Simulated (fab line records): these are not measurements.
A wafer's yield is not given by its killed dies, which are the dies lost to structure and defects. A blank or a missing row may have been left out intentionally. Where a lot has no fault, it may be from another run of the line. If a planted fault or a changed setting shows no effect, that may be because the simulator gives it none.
fab line records | flow n5_finfet
record: lots: 10 wafers: 29 last_day: 17
route steps=1938 shown MIM_TOP_LITHO@1848 MIM_BOT_ETCH@1869 PASS1_CAP@1873 TV_LITHO@1885 TV_OPEN@1888 PASSIVATION@1936
lots that met no fault: taken from a fault-free run of the same line
start_h: the number of hours between the record's first day and the start of the first shown wafer of the lot | wait_h: time in hours since the lot's previous step | " repeats the value in the row above | L1.1+2: a single row standing in for several wafers | - no value, or no start was given | * or withheld: withheld | < > ~ a bound
route shown NAME@n: NAME is a module with steps in the file, n the number in the route of the first one | usual: mean/standard deviation of fault-free wafers | same: alike in all rows | chamber/n: place in a boat | sites: readings site by site | _std_site: the standard deviation of these | _edge_site: inner sites' mean taken away from outer sites' mean | radius_mm: how far each site lies from the wafer's centre | mask NAME#n: copy n | behind: the last tool/chamber to shape the wafer | hold: reason for holding the lot/hours on hold/outcome of the hold | device: which transistor (n, p or np) failed to switch | end of line: the tests these same wafers got at the end of their route | step lacking rows: just its recipe | killed: not the wafer's yield, but the dies lost to structure and defects at the first sort | map: shows each die of a wafer: x if killed, . if not, _ if none is there
set.NAME: the setting that was run; set.NAME@STEP: the one run at that earlier step | model.NAME: the simulator's own value behind a step, which no gauge read
steps of the route over a sample of lots; a table a step, a row a wafer
services: a tool's chamber out of use, with start hour (start_h, from the record's first day; less than 0 if before it), hours out, and reason
== steps ==
step: N5_MIM_TOP_LITHO_OVL_MEAS_11
recipe: points_per_wafer: 44
usual: MIM_TOP_OVL: -3/4.9
same: points_per_wafer: 44
columns lot.wafer tool chamber start_h wait_h MIM_TOP_OVL[nm]
L336.2 overlay-01 0 279.14 0.0 -6
L336.4 " 0 " " -4
L336.5 " 0 " " -5
L339.2 overlay-02 0 280.49 0.0 -1
L339.3 " 0 " " -6
L339.4 " 0 " " -1
L341.2 overlay-01 0 298.47 0.0 -7
L341.3 " 0 " " 3
L341.6 " 0 " " -6
L344.2 overlay-01 0 304.13 0.0 -4
L344.3 " 0 " " -2
L348.1 overlay-01 0 344.38 0.0 -8
L348.2 " 0 " " -9
L348.6 " 0 " " -2
L350.2 overlay-01 0 352.97 0.0 1
L350.5 " 0 " " -6
L350.6 " 0 " " -7
L351.1 overlay-02 0 358.20 0.0 -1
L351.4 " 0 " " -7
L351.6 " 0 " " 4
L352.1 overlay-02 0 362.57 0.0 -6
L352.3 " 0 " " -3
L352.5 " 0 " " -4
L354.2 overlay-02 0 376.42 0.0 -3
L354.4 " 0 " " -1
L354.6 " 0 " " -8
L359.3 overlay-01 0 403.80 0.0 -5
L359.5 " 0 " " -6
L359.6 " 0 " " 5
step: N5_MIM_BOT_ETCH_STRIP_01
recipe: chemistry: O2 power_w: 600 temp_c: 60 pressure_mtorr: 30 rf_frequency_hz: 6e+07 bias_power_w: 0 overash_fraction: 0.5 o2_flow_sccm: 225
usual: drypump_motor_current_A: 5.6/0.35 oes_product_au: 0.81/0.08 rf_vpp_V: 3.7/1.2 showerhead_plenum_p_Torr: 2.10/0.074 temp_c: 60.00/0.12 throttle_valve_pct: 16.64/0.27
columns lot.wafer tool chamber start_h wait_h drypump_motor_current_A oes_product_au rf_hours_counter_h rf_vpp_V showerhead_plenum_p_Torr temp_c throttle_valve_pct
L336.2 rie_diel-01 1 280.70 0.1 5.2 0.73 185 2.1 2.06 60.03 16.75
L336.4 " 2 " " 5.4 0.79 102 3.8 2.16 60.03 16.85
L336.5 " 0 " " 6.0 0.88 - 2.1 2.01 60.06 16.34
L339.2 rie_diel-04 2 281.96 0.1 5.7 0.91 22 4.2 2.12 60.11 16.64
L339.3 " 1 " " 5.6 0.92 29 3.9 2.20 60.00 16.32
L339.4 " 0 " " 6.0 0.85 50 3.1 2.13 60.08 16.36
L341.2 rie_diel-01 1 300.57 0.1 5.2 0.71 193 2.9 2.06 60.02 16.73
L341.3 " 2 " " 5.4 0.78 112 5.4 2.15 59.93 16.84
L341.6 " 0 " " 6.0 0.87 - 4.6 2.01 59.91 16.35
L344.2 rie_diel-01 0 305.31 0.1 6.0 0.83 80 4.3 2.01 60.00 16.40
L344.3 " 1 " " 5.2 0.74 195 2.7 2.06 60.22 16.76
L348.1 rie_diel-01 1 345.91 0.3 5.2 0.73 211 4.2 2.05 60.11 16.73
L348.2 " 0 " " 6.0 0.85 93 3.8 2.01 60.09 16.37
L348.6 " 0 " " 6.1 0.84 - 2.4 2.00 60.02 16.41
L350.2 rie_diel-04 2 354.22 0.1 5.7 0.86 48 3.3 2.11 59.93 16.69
L350.5 " 1 " " 5.6 0.89 - 6.7 2.19 60.05 16.38
L350.6 " 0 " " 6.1 0.82 - 3.2 2.12 59.99 16.43
L351.1 rie_diel-01 2 359.79 0.1 5.4 0.76 135 1.8 2.15 59.96 16.92
L351.4 " 1 " " 5.2 0.72 218 4.7 2.05 60.05 16.80
L351.6 " 1 " " 5.2 0.70 - 2.9 2.05 60.16 16.80
L352.1 rie_diel-05 1 363.84 0.1 5.5 0.71 142 3.7 2.01 60.16 16.60
L352.3 " 0 " " 4.9 0.96 2 3.3 2.21 59.96 16.29
L352.5 " 2 " " 5.7 0.72 - 2.4 1.92 60.21 17.24
L354.2 rie_diel-01 1 378.00 0.2 5.2 0.72 225 3.1 2.05 59.96 16.88
L354.4 " 3 " " 6.0 0.95 11 4.4 2.17 60.18 16.60
L354.6 " 3 " " 6.0 0.95 - 4.2 2.18 60.15 16.60
L359.3 rie_diel-04 3 405.18 0.1 5.0 0.78 84 4.1 2.13 59.96 16.28
L359.5 " 1 " " 5.6 0.89 - 3.6 2.19 59.85 16.40
L359.6 " 2 " " 5.6 0.81 - 1.6 2.10 59.88 16.71
step: N5_PASSIVATION_PECVD_55
recipe: material: SiO2 target_thk_a: 4000 temp_c: 400 precursor: SiH4/N2O pressure_torr: 2.7 rf_w: 608 time_s: 22.5
usual: heater_power_w: 669/75 showerhead_plenum_p_Torr: 8.12/0.1 throttle_valve_pct: 52.7/2.8
columns lot.wafer tool chamber start_h wait_h heater_power_w showerhead_plenum_p_Torr throttle_valve_pct
L336.2 pecvd-03 1 281.20 0.0 582 8.03 51.8
L336.4 " 2 " " 698 8.33 50.4
L336.5 " 0 " " 561 8.04 57.3
L339.2 pecvd-03 2 282.46 0.0 697 8.32 50.5
L339.3 " 0 " " 607 8.04 56.9
L339.4 " 2 " " 687 8.34 50.2
L341.2 pecvd-03 1 301.11 0.0 575 8.03 51.7
L341.3 " 0 " " 663 8.04 57.2
L341.6 " 1 " " 583 8.03 51.7
L344.2 pecvd-04 2 305.81 0.0 736 8.08 49.3
L344.3 " 0 " " 737 8.05 55.7
L348.1 pecvd-04 1 346.41 0.0 700 8.27 54.2
L348.2 " 2 " " 613 8.06 49.5
L348.6 " 1 " " 728 8.27 54.4
L350.2 pecvd-02 2 355.13 0.0 581 8.04 50.8
L350.5 " 0 " " 802 8.18 48.7
L350.6 " 1 " " 580 8.19 54.4
L351.1 pecvd-03 0 360.70 0.0 629 8.03 57.2
L351.4 " 1 " " 628 8.02 51.7
L351.6 " 0 " " 641 8.04 57.1
L352.1 pecvd-02 0 364.34 0.0 865 8.19 48.9
L352.3 " 1 " " 671 8.21 54.6
L352.5 " 1 " " 532 8.20 54.6
L354.2 pecvd-02 1 378.54 0.0 558 8.22 54.8
L354.4 " 1 " " 584 8.21 54.7
L354.6 " 2 " " 492 8.04 51.2
L359.3 pecvd-02 2 405.68 0.0 563 8.01 51.6
L359.5 " 2 " " 574 8.03 51.5
L359.6 " 0 " " 870 8.17 48.7
step: N5_PASSIVATION_INSPECT_61
recipe: mode: adi inspect_instrument: macro
usual: raw_defect_count: 1.9/1.4
columns lot.wafer tool chamber start_h wait_h raw_defect_count
L336.2 defect_inspect-01 - 281.64 0.0 1
L336.4 " - " " 2
L336.5 " - " " 3
L339.2 defect_inspect-02 - 283.35 0.0 3
L339.3 " - " " 2
L339.4 " - " " 1
L341.2 defect_inspect-01 - 301.72 0.0 4
L341.3 " - " " 2
L341.6 " - " " 3
L344.2 defect_inspect-01 - 306.98 0.0 0
L344.3 " - " " 2
L348.1 defect_inspect-01 - 350.06 0.0 1
L348.2 " - " " 2
L348.6 " - " " 2
L350.2 defect_inspect-02 - 356.90 0.0 2
L350.5 " - " " 1
L350.6 " - " " 4
L351.1 defect_inspect-02 - 362.27 0.0 297
L351.4 " - " " >300
L351.6 " - " " >300
L352.1 defect_inspect-02 - 364.97 0.0 2
L352.3 " - " " 1
L352.5 " - " " 2
L354.2 defect_inspect-02 - 380.57 0.0 >300
L354.4 " - " " 286
L354.6 " - " " >300
L359.3 defect_inspect-02 - 406.26 0.0 1
L359.5 " - " " 2
L359.6 " - " " 1
step: N5_PASSIVATION_VIA_ETCH_13
recipe: chemistry: CHF3/O2 target: SiO2 target_depth_a: 6600 CHF3_flow_sccm: 50 O2_flow_sccm: 5 Ar_flow_sccm: 200 time_s: 330 mask_material: PR pressure_mtorr: 30 source_w: 650 bias_w: 170 ion_energy_ev: 200 ends: cleared
usual: drypump_motor_current_A: 6.0/0.48 etch_rf_on_time_s: 240/5.7 oes_f_703_au: 0.79/0.07 oes_product_au: 0.72/0.064 rf_vpp_V: 532/18 showerhead_plenum_p_Torr: 2.39/0.065 throttle_valve_pct: 18.80/0.25
columns lot.wafer tool chamber start_h wait_h drypump_motor_current_A etch_rf_on_time_s oes_f_703_au oes_product_au rf_hours_counter_h rf_vpp_V showerhead_plenum_p_Torr throttle_valve_pct
L336.2 rie_diel-02 0 282.36 0.0 6.3 248 0.66 0.59 242 519 2.48 18.78
L336.4 " 3 " " 5.2 242 0.83 0.72 83 504 2.33 18.70
L336.5 " 1 " " 6.6 246 0.75 0.69 - 563 2.41 18.65
L339.2 rie_diel-03 2 283.83 0.0 6.6 239 0.83 0.80 44 542 2.45 18.69
L339.3 " 1 " " 5.7 237 0.71 0.65 207 513 2.30 19.25
L339.4 " 3 " " 5.7 251 0.63 0.59 246 532 2.47 19.14
L341.2 rie_diel-02 2 301.91 0.0 6.1 237 0.87 0.81 33 534 2.36 18.86
L341.3 " 1 " " 6.6 242 0.74 0.69 128 562 2.41 18.66
L341.6 " 0 " " 6.3 250 0.66 0.59 - 519 2.48 18.79
L344.2 rie_diel-06 3 307.34 0.0 5.4 237 0.78 0.76 75 536 2.54 18.71
L344.3 " 1 " " 5.5 228 0.87 0.80 44 529 2.36 18.72
L348.1 rie_diel-02 0 350.25 0.0 6.3 237 0.91 0.82 8 517 2.48 18.38
L348.2 " 2 " " 6.1 243 0.85 0.77 48 535 2.36 18.87
L348.6 " 3 " " 5.3 241 0.81 0.71 - 504 2.32 18.72
L350.2 rie_diel-06 2 357.23 0.0 5.4 252 0.67 0.64 215 543 2.37 19.19
L350.5 " 2 " " 5.4 252 0.67 0.63 - 546 2.37 19.20
L350.6 " 3 " " 5.4 243 0.77 0.73 - 536 2.53 18.73
L351.1 rie_diel-03 2 362.46 0.0 6.6 241 0.79 0.76 68 543 2.44 18.74
L351.4 " 3 " " 5.7 248 0.85 0.81 16 532 2.46 18.77
L351.6 " 1 " " 5.6 244 0.69 0.64 - 512 2.29 19.29
L352.1 rie_diel-02 0 365.16 0.0 6.3 237 0.89 0.82 13 519 2.47 18.38
L352.3 " 3 " " 5.2 241 0.80 0.70 111 504 2.32 18.72
L352.5 " 2 " " 6.1 241 0.84 0.77 - 535 2.35 18.88
L354.2 rie_diel-02 2 380.88 0.0 6.1 241 0.83 0.76 61 534 2.35 18.90
L354.4 " 1 " " 6.7 246 0.71 0.66 - 564 2.40 18.70
L354.6 " 2 " " 6.1 244 0.83 0.76 - 536 2.35 18.89
L359.3 rie_diel-02 1 407.18 0.0 6.6 244 0.71 0.66 168 562 2.40 18.72
L359.5 " 3 " " 5.3 247 0.78 0.68 - 505 2.32 18.75
L359.6 " 2 " " 6.1 244 0.81 0.75 - 535 2.35 18.92
step: N5_PASSIVATION_PROBE_49
usual: defect_limited_yield: 91.1/1.6 killed_at_M0_to_M3: 35/11 killed_at_M4_up: 13/5.4 killed_at_contacts: 13/6.5 killed_at_front_end: 40/14 killed_at_other: 4/3.1 killed_dies: 105/18 killed_on_rim: 14/4.1 killed_open: 69/14 killed_short: 34/7.3 sort_bin_5_function: 5.2/0.96 sort_bin_6_memory: 3.4/0.77 sort_bin_8_speed: 0.02/0.13 sort_n_pass: 1075/19
same: gross_dies: 1180 killed_at_back_side: 0 sort_bin_4_leakage[%]: 0
columns lot.wafer tool chamber start_h wait_h defect_limited_yield[%] killed_at_M0_to_M3 killed_at_M4_up killed_at_contacts killed_at_front_end killed_at_other killed_dies killed_on_rim killed_open killed_short sort_bin_5_function[%] sort_bin_6_memory[%] sort_bin_8_speed[%] sort_n_pass
L351.1 prober-01 - 369.98 0.0 84.2 41 16 11 30 88 186 30 66 32 10.1 4.4 0 994
L351.4 prober-01 - 370.13 0.2 85.3 50 13 12 34 65 174 31 73 40 9.2 4.0 0 1006
L351.6 prober-01 - 370.23 0.3 87.1 41 10 13 32 56 152 26 62 33 8.1 3.8 0 1028
L354.2 prober-02 - 387.46 0.1 82.4 43 7 14 87 57 208 37 108 48 11.4 5.3 0 972
L354.4 prober-02 - 387.56 0.2 81.4 42 7 7 57 106 219 25 71 33 11.6 4.7 0 961
L354.6 prober-02 - 387.66 0.3 80.3 34 13 10 74 102 233 26 100 27 13.0 4.7 0 947
killed by level:class
L351.1 MIM_BOT_ETCH:unspecified=86 BEOL_M0_SAQP:geometric_particle:open=15 BEOL_M1:geometric_particle:open=9 BEOL_M5:geometric_particle:open=8 FIN_SAQP:geometric_particle:short=7 MOL_CONTACT_COAG:geometric_particle:open=7 FIN_SAQP:geometric_particle:open=6 BEOL_M0_SAQP:geometric_particle:short=6
L351.4 MIM_BOT_ETCH:unspecified=59 BEOL_M0_SAQP:geometric_particle:open=14 MOL_CONTACT_COAG:geometric_particle:open=11 BEOL_M0_SAQP:geometric_particle:short=11 FIN_SAQP:geometric_particle:short=10 BEOL_M2:geometric_particle:open=10 BEOL_M3:geometric_particle:open=8 FIN_SAQP:geometric_particle:open=6
L351.6 MIM_BOT_ETCH:unspecified=55 BEOL_M0_SAQP:geometric_particle:short=12 MOL_CONTACT_COAG:geometric_particle:open=11 BEOL_M0_SAQP:geometric_particle:open=10 STI_FIN_REVEAL:geometric_particle:open=8 BEOL_M1:geometric_particle:open=6 BEOL_M4:geometric_particle:open=5 FIN_SAQP:geometric_particle:short=4
L354.2 MIM_BOT_ETCH:unspecified=51 FIN_SAQP:geometric_particle:open=22 STI_FIN_REVEAL:geometric_particle:open=22 BEOL_M3:geometric_particle:open=18 FIN_SAQP:geometric_particle:short=14 MOL_CONTACT_COAG:geometric_particle:open=11 BEOL_M2:geometric_particle:open=10 STI_FIN_REVEAL:geometric_particle:short=7
L354.4 MIM_BOT_ETCH:unspecified=97 STI_FIN_REVEAL:geometric_particle:open=15 HKMG_FIN:area_etch=12 BEOL_M0_SAQP:geometric_particle:open=10 BEOL_M2:geometric_particle:open=7 FIN_SAQP:geometric_particle:open=7 BEOL_M1:geometric_particle:open=6 BEOL_M3:geometric_particle:open=6
L354.6 MIM_BOT_ETCH:unspecified=97 FIN_SAQP:geometric_particle:open=26 STI_FIN_REVEAL:geometric_particle:open=14 BEOL_M2:geometric_particle:open=12 MOL_CONTACT_COAG:geometric_particle:open=9 BEOL_M4:geometric_particle:open=9 HKMG_FIN:area_etch=8 FIN_SAQP:geometric_particle:short=7
== services ==
columns tool chamber start_h hours kind
rie_diel-01 - 259.93 15.6 pm
pecvd-03 1 263.80 5.5 scheduled_down
rie_diel-06 1 268.83 5.7 repair
pecvd-02 2 276.84 2.1 scheduled_down
pecvd-02 2 283.41 20.6 repair
rie_diel-01 1 286.84 1.3 repair
rie_diel-03 0 288.35 3.7 repair
pecvd-03 - 290.28 1.3 repair
rie_diel-05 3 295.88 15.1 repair
rie_diel-03 3 298.09 - clean
rie_diel-02 0 307.50 - clean
rie_diel-02 0 307.50 - consumable_replace:focus_ring
pecvd-03 2 309.90 2.1 scheduled_down
rie_diel-01 0 311.92 8.4 repair
rie_diel-05 0 314.81 2.2 repair
pecvd-04 0 327.02 6.8 repair
rie_diel-01 3 337.19 - clean
rie_diel-01 3 337.19 - consumable_replace:focus_ring
rie_diel-01 3 337.19 15.0 scheduled_down
rie_diel-01 3 337.19 15.0 vent_cycle
rie_diel-06 - 351.47 2.8 pm
rie_diel-06 - 371.00 14.6 pm
rie_diel-02 0 376.49 31.0 repair
pecvd-04 - 378.85 0.5 repair
== key ==
first_sign: step: N5_PASSIVATION_INSPECT_61 reading: raw_defect_count direction: up sigmas: 99+ usual: 1.9 struck: >297.2
effect: step: N5_PASSIVATION_PROBE_49 reading: killed_at_other direction: up sigmas: 24 usual: 4 struck: 79
more_kills_born_at: N5_MIM_BOT_ETCH_STRIP_01@rie_diel-01: 445
met_at N5_MIM_BOT_ETCH_STRIP_01
struck_lots L351,L354
baseline_loss: step: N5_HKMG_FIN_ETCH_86 wafers: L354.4
not_acting_at N5_MIM_TOP_LITHO_OVL_MEAS_11,N5_PASSIVATION_PECVD_55,N5_PASSIVATION_VIA_ETCH_13
onset_between 345.91 359.79
fault: kind: chamber_particle_source tool: rie_diel-01 chamber: - onset_h: 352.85 steps: N5_MIM_BOT_ETCH_STRIP_01 rate_per_visit_cm2: 0.4986 end_h: 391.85
baseline_loss: these wafers lose ten dies or more at that step, a loss of the line's own and not of a fault; the sort's usual values leave them out
